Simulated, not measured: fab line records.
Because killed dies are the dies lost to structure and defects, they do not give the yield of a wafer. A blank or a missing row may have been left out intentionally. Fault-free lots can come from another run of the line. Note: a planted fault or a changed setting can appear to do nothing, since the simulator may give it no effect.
Chamber matching	flow n5 finfet	N5_ILD0_LINER_00 on ald sin-03: 4 sister chambers
The step material SiNx, target thk 4 nm, pulse time 1 s, purge time 2 s. 8 wafers are shown with their chamber, then 8 later ones without.

== WAFERS WITH THEIR CHAMBER ==
wafer	chamber	heater power w (W)	precursor pulse height rel
L078.1	2	848	0.994
L082.3	1	759	1.005
L083.4	0	785	1.006
L083.5	1	764	1.015
L084.2	2	843	0.983
L084.3	3	775	0.985
L084.5	0	792	0.975
L086.1	3	781	0.990

== WAFERS WITH NO CHAMBER GIVEN ==
wafer	heater power w (W)	precursor pulse height rel
L086.3	769	0.999
L086.4	780	0.972
L087.1	784	1.026
L087.3	820	1.031
L087.6	767	1.001
L089.4	850	0.992
L089.5	761	1.008
L089.6	842	0.976

== CHAMBER TAKEN BY EACH ==
wafer	from the rows above	in truth
L086.3	can't be placed: 1 or 3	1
L086.4	can't be placed: 3 or 0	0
L087.1	can't be placed: 0 or 3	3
L087.3	can't be placed: 2 or 0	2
L087.6	can't be placed: 1 or 3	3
L089.4	2	2
L089.5	1	1
L089.6	2	2
Correct placement for 3 of the 8. Can't be placed from these rows: 5 (the true chamber is among the candidates in 5). Placed wrongly: 0.
How it was worked out, from the rows above alone: a wafer's distance from a chamber is the root of the sum, over the readings, of the square of ((its reading less the chamber's mean) divided by the reading's scatter). The wafer belongs to the nearest chamber; if the next one is less than 2 further off, it can't be placed. The mean given for a chamber averages the wafers shown for that chamber. The scatter is the square root of a quotient: the sum, over the shown wafers, of each reading's squared deviation from its chamber's mean, divided by wafers minus chambers.
